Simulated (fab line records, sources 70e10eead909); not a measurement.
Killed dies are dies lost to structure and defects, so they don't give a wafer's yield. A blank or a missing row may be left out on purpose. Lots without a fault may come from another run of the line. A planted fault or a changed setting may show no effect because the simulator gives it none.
A struck lot beside a sound one | flow nand_harc | 13 steps out of a route of 1159
Sound: wafers L865.4, L865.5, L865.6. Struck: wafers L885.2, L885.3, L885.6. The cause comes at the end.
At each step with rows: each side's tool, then ch and its chambers, then its first start. Under that, the readings that differ: sound wafers | struck wafers | difference of the means | sigmas: that difference in standard deviations of wafers without a fault.
alike: readings whose means differ by less than 2 such deviations, and words and numbers that are the same on both sides. not compared: withheld readings, readings that some wafer has no value for, bounds like >300 that may hide the same value, and numbers for which the record gives no deviation and whose values overlap.
The two part at a step that has a row with sigmas, a row that says differs or no value, or rows on one side only. Numbers that don't overlap but have no deviation are shown without sigmas and don't part them. A reading that every wafer of one side lacks parts them only if that side has two wafers or more.

NHARC_A_SOURCE_PLATE_THK_MEAS_06: measures by ellipsometry.
  sound on film_metro-02, day 8 10:44; struck on film_metro-02, day 13 00:52
  alike: thk_nm
NHARC_A_SOURCE_PLATE_INSPECT_08:
  sound on defect_inspect-01, day 8 10:47; struck on defect_inspect-02, day 13 00:56
  alike: raw_defect_count
then, 1 step without rows for these wafers: NHARC_A_ONON_D1_DEP_00 (target thk 1000 nm).
NHARC_A_ONON_D1_THK_MEAS_02: measures by ellipsometry.
  sound on film_metro-01, day 8 11:22; struck on film_metro-01, day 13 01:37
  alike: thk_nm
then, 1 step without rows for these wafers: NHARC_A_ONON_D1_DEP_03 (target thk 1000 nm).
NHARC_A_ONON_D1_THK_MEAS_05: measures by ellipsometry.
  sound on film_metro-01, day 8 11:56; struck on film_metro-01, day 13 02:13
  alike: thk_nm
then, 1 step without rows for these wafers: NHARC_A_ONON_D1_DEP_06 (target thk 1000 nm).
NHARC_A_ONON_D1_THK_MEAS_08: measures by ellipsometry.
  sound on film_metro-02, day 8 12:31; struck on film_metro-02, day 13 02:46
  alike: thk_nm
then, 1 step without rows for these wafers: NHARC_A_ONON_D1_DEP_09 (target thk 1000 nm).
NHARC_A_ONON_D1_THK_MEAS_11: measures by ellipsometry.
  sound on film_metro-02, day 8 13:04; struck on film_metro-01, day 13 03:20
  reading     | sound          | struck      | difference | sigmas
  thk_nm (nm) | 1007 1008 1008 | 991 992 993 | -16        | -2
NHARC_A_ONON_D1_DEP_12: target thk 1000 nm.
  sound on pecvd_onon-04 ch 0, day 8 13:18; struck on pecvd_onon-02 ch 0, day 13 03:27
  alike: n2o_flow_sccm
NHARC_A_ONON_D1_THK_MEAS_14: measures by ellipsometry.
  sound on film_metro-02, day 8 13:38; struck on film_metro-01, day 13 04:05
  reading     | sound          | struck      | difference | sigmas
  thk_nm (nm) | 1015 1012 1011 | 692 690 691 | -322       | -39
  not compared: hold
-- the record jumps here: 12 days lie between the struck wafers' starts before and after (it left off in module A_ONON_D1 and takes up again in module END, whose first step shown is number 1159 of the route) --
NHARC_END_SORT_01:
  the record has rows for the struck wafers here (prober-01 ch 0, day 25 09:16) and none for the sound ones

WHERE THEY PART
First at NHARC_A_ONON_D1_THK_MEAS_11; last, within this record, at NHARC_END_SORT_01.

WHY: what the simulator had put in
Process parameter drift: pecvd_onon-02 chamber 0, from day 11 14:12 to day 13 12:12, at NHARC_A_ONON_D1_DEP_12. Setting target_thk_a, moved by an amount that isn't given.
